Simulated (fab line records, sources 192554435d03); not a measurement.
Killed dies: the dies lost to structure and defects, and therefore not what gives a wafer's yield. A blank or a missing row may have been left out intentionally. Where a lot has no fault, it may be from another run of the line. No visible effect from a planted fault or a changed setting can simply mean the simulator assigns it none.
Split-lot trial / flow n5_finfet / 7 lots, 39 wafers read, on a route of 1938 steps

THE SPLIT ITSELF
At N5_BEOL_M10_DEP_56 (deposits SiCN from 3MS/NH3, target thk 15 nm, time 26.5 s), the setting target_thk_a was moved away from the recipe's 150 angstrom on 15 of the 39 wafers read, by -40.7% to +32.5%. All remaining wafers had this setting at the recipe value.

The reading is taken at the split's own step.

THE READING
SiCN_of_BEOL_M10_DEP_56.thk_nm (the simulator's own value, which no gauge read), in nm, at N5_BEOL_M10_DEP_56 (deposits SiCN from 3MS/NH3, target thk 15 nm, time 26.5 s). The file does not state a usual value for it. Here, 24 wafers ran the recipe; their average is 15.0 nm with a standard deviation of 0.24 nm.

wafer=L076.1; tool, chamber at the split=pecvd-03, 0,2; target_thk_a as run, angstrom=88.91; against the recipe=-40.7%; SiCN_of_BEOL_M10_DEP_56.thk_nm, nm=8.8; against lot-mates on the recipe=-6.1
wafer=L076.4; tool, chamber at the split=pecvd-03, 0,2; target_thk_a as run, angstrom=88.91; against the recipe=-40.7%; SiCN_of_BEOL_M10_DEP_56.thk_nm, nm=8.8; against lot-mates on the recipe=-6.1
wafer=L076.2; tool, chamber at the split=pecvd-03, 1,2; target_thk_a as run, angstrom=150; against the recipe=recipe; SiCN_of_BEOL_M10_DEP_56.thk_nm, nm=14.8; against lot-mates on the recipe=-
wafer=L076.3; tool, chamber at the split=pecvd-03, 1,2; target_thk_a as run, angstrom=150; against the recipe=recipe; SiCN_of_BEOL_M10_DEP_56.thk_nm, nm=14.8; against lot-mates on the recipe=-
wafer=L076.5; tool, chamber at the split=pecvd-03, 0; target_thk_a as run, angstrom=88.91; against the recipe=-40.7%; SiCN_of_BEOL_M10_DEP_56.thk_nm, nm=9.2; against lot-mates on the recipe=-5.7
wafer=L076.6; tool, chamber at the split=pecvd-03, 1; target_thk_a as run, angstrom=150; against the recipe=recipe; SiCN_of_BEOL_M10_DEP_56.thk_nm, nm=15.2; against lot-mates on the recipe=-
wafer=L078.1; tool, chamber at the split=pecvd-03, 0; target_thk_a as run, angstrom=194.3; against the recipe=+29.5%; SiCN_of_BEOL_M10_DEP_56.thk_nm, nm=19.6; against lot-mates on the recipe=+4.7
wafer=L078.2; tool, chamber at the split=pecvd-03, 1; target_thk_a as run, angstrom=194.3; against the recipe=+29.5%; SiCN_of_BEOL_M10_DEP_56.thk_nm, nm=19; against lot-mates on the recipe=+4.1
wafer=L078.3; tool, chamber at the split=pecvd-03, 2; target_thk_a as run, angstrom=150; against the recipe=recipe; SiCN_of_BEOL_M10_DEP_56.thk_nm, nm=14.8; against lot-mates on the recipe=-
wafer=L078.6; tool, chamber at the split=pecvd-03, 2; target_thk_a as run, angstrom=150; against the recipe=recipe; SiCN_of_BEOL_M10_DEP_56.thk_nm, nm=14.8; against lot-mates on the recipe=-
wafer=L078.4; tool, chamber at the split=pecvd-03, 0; target_thk_a as run, angstrom=150; against the recipe=recipe; SiCN_of_BEOL_M10_DEP_56.thk_nm, nm=15; against lot-mates on the recipe=-
wafer=L078.5; tool, chamber at the split=pecvd-03, 1; target_thk_a as run, angstrom=194.3; against the recipe=+29.5%; SiCN_of_BEOL_M10_DEP_56.thk_nm, nm=19.4; against lot-mates on the recipe=+4.5
wafer=L081.1; tool, chamber at the split=pecvd-03, 0; target_thk_a as run, angstrom=150; against the recipe=recipe; SiCN_of_BEOL_M10_DEP_56.thk_nm, nm=15.4; against lot-mates on the recipe=-
wafer=L081.4; tool, chamber at the split=pecvd-03, 0; target_thk_a as run, angstrom=150; against the recipe=recipe; SiCN_of_BEOL_M10_DEP_56.thk_nm, nm=15.4; against lot-mates on the recipe=-
wafer=L081.2; tool, chamber at the split=pecvd-03, 2; target_thk_a as run, angstrom=150; against the recipe=recipe; SiCN_of_BEOL_M10_DEP_56.thk_nm, nm=14.8; against lot-mates on the recipe=-
wafer=L081.5; tool, chamber at the split=pecvd-03, 2; target_thk_a as run, angstrom=150; against the recipe=recipe; SiCN_of_BEOL_M10_DEP_56.thk_nm, nm=14.8; against lot-mates on the recipe=-
wafer=L081.3; tool, chamber at the split=pecvd-03, 2,0; target_thk_a as run, angstrom=150; against the recipe=recipe; SiCN_of_BEOL_M10_DEP_56.thk_nm, nm=15.2; against lot-mates on the recipe=-
wafer=L081.6; tool, chamber at the split=pecvd-03, 2,0; target_thk_a as run, angstrom=150; against the recipe=recipe; SiCN_of_BEOL_M10_DEP_56.thk_nm, nm=15.2; against lot-mates on the recipe=-
wafer=L089.1; tool, chamber at the split=pecvd-04, 1; target_thk_a as run, angstrom=174; against the recipe=+16.0%; SiCN_of_BEOL_M10_DEP_56.thk_nm, nm=17.2; against lot-mates on the recipe=+2.5
wafer=L089.2; tool, chamber at the split=pecvd-04, 0; target_thk_a as run, angstrom=174; against the recipe=+16.0%; SiCN_of_BEOL_M10_DEP_56.thk_nm, nm=17; against lot-mates on the recipe=+2.3
wafer=L089.3; tool, chamber at the split=pecvd-04, 2,1; target_thk_a as run, angstrom=150; against the recipe=recipe; SiCN_of_BEOL_M10_DEP_56.thk_nm, nm=14.6; against lot-mates on the recipe=-
wafer=L089.6; tool, chamber at the split=pecvd-04, 2,1; target_thk_a as run, angstrom=150; against the recipe=recipe; SiCN_of_BEOL_M10_DEP_56.thk_nm, nm=14.6; against lot-mates on the recipe=-
wafer=L089.4; tool, chamber at the split=pecvd-04, 2; target_thk_a as run, angstrom=174; against the recipe=+16.0%; SiCN_of_BEOL_M10_DEP_56.thk_nm, nm=17.4; against lot-mates on the recipe=+2.7
wafer=L089.5; tool, chamber at the split=pecvd-04, 0; target_thk_a as run, angstrom=150; against the recipe=recipe; SiCN_of_BEOL_M10_DEP_56.thk_nm, nm=14.8; against lot-mates on the recipe=-
wafer=L091.1; tool, chamber at the split=pecvd-01, 1,0; target_thk_a as run, angstrom=176.6; against the recipe=+17.7%; SiCN_of_BEOL_M10_DEP_56.thk_nm, nm=17.6; against lot-mates on the recipe=+2.5
wafer=L091.3; tool, chamber at the split=pecvd-01, 1,0; target_thk_a as run, angstrom=176.6; against the recipe=+17.7%; SiCN_of_BEOL_M10_DEP_56.thk_nm, nm=17.6; against lot-mates on the recipe=+2.5
wafer=L091.2; tool, chamber at the split=pecvd-01, 2; target_thk_a as run, angstrom=150; against the recipe=recipe; SiCN_of_BEOL_M10_DEP_56.thk_nm, nm=14.8; against lot-mates on the recipe=-
wafer=L091.4; tool, chamber at the split=pecvd-01, 0; target_thk_a as run, angstrom=176.6; against the recipe=+17.7%; SiCN_of_BEOL_M10_DEP_56.thk_nm, nm=17.8; against lot-mates on the recipe=+2.7
wafer=L091.5; tool, chamber at the split=pecvd-01, 1; target_thk_a as run, angstrom=150; against the recipe=recipe; SiCN_of_BEOL_M10_DEP_56.thk_nm, nm=15.2; against lot-mates on the recipe=-
wafer=L091.6; tool, chamber at the split=pecvd-01, 2; target_thk_a as run, angstrom=150; against the recipe=recipe; SiCN_of_BEOL_M10_DEP_56.thk_nm, nm=15.4; against lot-mates on the recipe=-
wafer=L095.2; tool, chamber at the split=pecvd-03, 0,1,2; target_thk_a as run, angstrom=150; against the recipe=recipe; SiCN_of_BEOL_M10_DEP_56.thk_nm, nm=15; against lot-mates on the recipe=-
wafer=L095.5; tool, chamber at the split=pecvd-03, 0,1,2; target_thk_a as run, angstrom=150; against the recipe=recipe; SiCN_of_BEOL_M10_DEP_56.thk_nm, nm=15; against lot-mates on the recipe=-
wafer=L095.6; tool, chamber at the split=pecvd-03, 0,1,2; target_thk_a as run, angstrom=150; against the recipe=recipe; SiCN_of_BEOL_M10_DEP_56.thk_nm, nm=15; against lot-mates on the recipe=-
wafer=L097.1; tool, chamber at the split=pecvd-01, 2; target_thk_a as run, angstrom=198.8; against the recipe=+32.5%; SiCN_of_BEOL_M10_DEP_56.thk_nm, nm=19.6; against lot-mates on the recipe=+4.6
wafer=L097.2; tool, chamber at the split=pecvd-01, 0; target_thk_a as run, angstrom=198.8; against the recipe=+32.5%; SiCN_of_BEOL_M10_DEP_56.thk_nm, nm=19.8; against lot-mates on the recipe=+4.8
wafer=L097.3; tool, chamber at the split=pecvd-01, 1; target_thk_a as run, angstrom=150; against the recipe=recipe; SiCN_of_BEOL_M10_DEP_56.thk_nm, nm=14.8; against lot-mates on the recipe=-
wafer=L097.4; tool, chamber at the split=pecvd-01, 2; target_thk_a as run, angstrom=150; against the recipe=recipe; SiCN_of_BEOL_M10_DEP_56.thk_nm, nm=15; against lot-mates on the recipe=-
wafer=L097.5; tool, chamber at the split=pecvd-01, 1; target_thk_a as run, angstrom=150; against the recipe=recipe; SiCN_of_BEOL_M10_DEP_56.thk_nm, nm=15.2; against lot-mates on the recipe=-
wafer=L097.6; tool, chamber at the split=pecvd-01, 0; target_thk_a as run, angstrom=198.8; against the recipe=+32.5%; SiCN_of_BEOL_M10_DEP_56.thk_nm, nm=20; against lot-mates on the recipe=+5.0
When a row names more than one chamber, that row covers several wafers, and the file does not tell which wafer ran in which chamber.

THE FIT
A straight line over all 39 wafers: SiCN_of_BEOL_M10_DEP_56.thk_nm changes by +0.148 nm for each +1% of target_thk_a; r = +1.00; the points scatter about the line by 0.23 nm.
The same after taking each lot's own level away (the mean of its wafers on the recipe; 39 wafers): +0.148 nm for each +1%; r = +1.00; scatter 0.2 nm.
Per that fit: largest target_thk_a move, reading shift of 6 nm.
The span of the lots' own levels, 14.67 to 15.13 nm, comes to 2.0 times the standard deviation stated above.
The two slopes are in agreement: the lot-to-lot level therefore moves the slope only a little.
Check: -6.01 nm against its lot-mates is what the line predicts for one of the wafers moved furthest among these (-40.7%) when that wafer is left out of the fit. It came out at -6.13 nm against them.

OTHER SPLITS ON THESE WAFERS
These wafers also went through other splits before the reading. Each is held against what the fit with the lots' levels taken away leaves over:
other split on the same wafers=N5_FIN_SAQP_MANDREL_ETCH_22 target_depth_a; wafers away from the commonest value=9; r with SiCN_of_BEOL_M10_DEP_56.thk_nm (lot level and that fit taken away)=-0.03
other split on the same wafers=N5_BEOL_M1_ILD_DEP_00 target_thk_a; wafers away from the commonest value=15; r with SiCN_of_BEOL_M10_DEP_56.thk_nm (lot level and that fit taken away)=+0.01
other split on the same wafers=N5_BEOL_M3_ILD_DEP_00 time_s; wafers away from the commonest value=15; r with SiCN_of_BEOL_M10_DEP_56.thk_nm (lot level and that fit taken away)=-0.06
other split on the same wafers=N5_BEOL_M9_PECVD_70 time_s; wafers away from the commonest value=9; r with SiCN_of_BEOL_M10_DEP_56.thk_nm (lot level and that fit taken away)=-0.05

THE FILE'S OWN FIT
SiCN_of_BEOL_M10_DEP_56.thk_nm changes by +0.149 nm for each +1% of target_thk_a, r = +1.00.
